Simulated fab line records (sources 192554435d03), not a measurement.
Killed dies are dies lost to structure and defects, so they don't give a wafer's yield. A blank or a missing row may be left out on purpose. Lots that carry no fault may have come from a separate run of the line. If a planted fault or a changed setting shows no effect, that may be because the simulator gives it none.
Lot-split experiment | flow n5 finfet | on a route of 1938 steps: 7 lots, 21 wafers read

== SPLIT DETAILS ==
At N5_BEOL_M7_COAT_71 (time 60 s, resist thk 5 nm), the setting spin rpm was moved away from the recipe's 1500 rpm on 5 of the 21 wafers read, by -8.9% to +9.5%. This setting was run at the recipe's value on the other wafers.

== BETWEEN THE SPLIT AND THE READING: the file shows 1 step in between ==
- N5_BEOL_M7_DESCUM_33: chemistry O2, time 7 s (also split here: time s)

== THE READING ==
etch.depth nm (the simulator's own value, which no gauge read), in nm, at N5_BEOL_M7_ETCH_72 (etches underlayer in N2/H2, target depth 6.5 nm, time 5.2 s). There is no usual value for it anywhere in the file. Average 4.989 nm, standard deviation 0.016 nm, over the 16 wafers here run with the recipe.

wafer  | tool, chamber at the split | spin rpm as run, rpm | against the recipe | etch.depth nm, nm | against lot-mates on the recipe
L075.2 | litho track-02, 0          | 1500                 | recipe             | 4.973             | -
L075.4 | litho track-02, 0          | 1500                 | recipe             | 4.979             | -
L075.5 | litho track-02, 0          | 1367                 | -8.9%              | 5.204             | +0.228
L077.1 | litho track-02, 0          | 1500                 | recipe             | 4.995             | -
L077.2 | litho track-02, 0          | 1500                 | recipe             | 5.006             | -
L077.3 | litho track-02, 0          | 1399                 | -6.7%              | 5.18              | +0.179
L083.2 | litho track-02, 0          | 1500                 | recipe             | 4.997             | -
L083.4 | litho track-02, 0          | 1500                 | recipe             | 4.993             | -
L083.5 | litho track-02, 0          | 1500                 | recipe             | 4.982             | -
L080.1 | litho track-02, 0          | 1631                 | +8.7%              | 4.769             | -0.205
L080.3 | litho track-02, 0          | 1500                 | recipe             | 4.967             | -
L080.6 | litho track-02, 0          | 1500                 | recipe             | 4.982             | -
L085.3 | litho track-04, 0          | 1642                 | +9.5%              | 4.777             | -0.239
L085.5 | litho track-04, 0          | 1500                 | recipe             | 5.024             | -
L085.6 | litho track-04, 0          | 1500                 | recipe             | 5.008             | -
L090.2 | litho track-02, 0          | 1500                 | recipe             | 4.999             | -
L090.6 | litho track-02, 0          | 1500                 | recipe             | 4.999             | -
L090.5 | litho track-02, 0          | 1548                 | +3.2%              | 4.904             | -0.095
L091.2 | litho track-01, 0          | 1500                 | recipe             | 4.973             | -
L091.3 | litho track-01, 0          | 1500                 | recipe             | 4.962             | -
L091.4 | litho track-01, 0          | 1500                 | recipe             | 4.981             | -

THE FIT
A straight line over all 21 wafers: etch.depth nm changes by -0.0247 nm for each +1% of spin rpm; r = -0.99; the points scatter about the line by 0.017 nm.
The same after taking each lot's own level away (the mean of its wafers on the recipe; 21 wafers): -0.0253 nm for each +1%; r = -1.00; scatter 0.0078 nm.
According to that fit, moving spin rpm by its largest amount changes the reading by 0.24 nm.
Measured against the standard deviation above, the lots' own levels, which go from 4.9720 to 5.0160 nm, span 2.7 times it.
So the lot-to-lot level changes the slope little: the two slopes agree.
Check: for one of the wafers moved furthest among these (+9.5%), held out of the fit, the line's prediction against its lot-mates is -0.239 nm. Against them it came out at -0.239 nm.

== THE OTHER SPLITS THESE WAFERS WENT THROUGH ==
These wafers also went through other splits before the reading. Each is held against what the fit with the lots' levels taken away leaves over:
other split on the same wafers   | wafers away from the commonest value | r with etch.depth nm (lot level and that fit taken away)
N5_BEOL_M6_DESCUM_33 time s      | 7                                    | -0.18
N5_BEOL_M6_TRENCH_ETCH_37 time s | 2                                    | +0.15
N5_BEOL_M7_DESCUM_33 time s      | 12                                   | +0.07

== THE WHOLE CHAIN: every reading that the file lists as answering this split, in the file's order ==
step               | what it does                                                | reading                                                                            | change (the file's fit)                                                                 | r (the file's)
N5_BEOL_M7_ETCH_72 | etches underlayer in N2/H2, target depth 6.5 nm, time 5.2 s | etch.depth nm (the simulator's own value, which no gauge read)                     | -0.0253 nm for each +1% of the setting                                                  | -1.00
N5_BEOL_M7_ETCH_72 | etches underlayer in N2/H2, target depth 6.5 nm, time 5.2 s | CAR-EUV_of_BEOL_M7_COAT_22.thk nm (the simulator's own value, which no gauge read) | +0.0395 nm for each +1% of the setting, in a fit together with time s@BEOL_M7_DESCUM_33 | 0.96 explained

== THE FILE'S OWN FIT ==
etch.depth nm changes by -0.0253 nm for each +1% of spin rpm, r = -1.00.
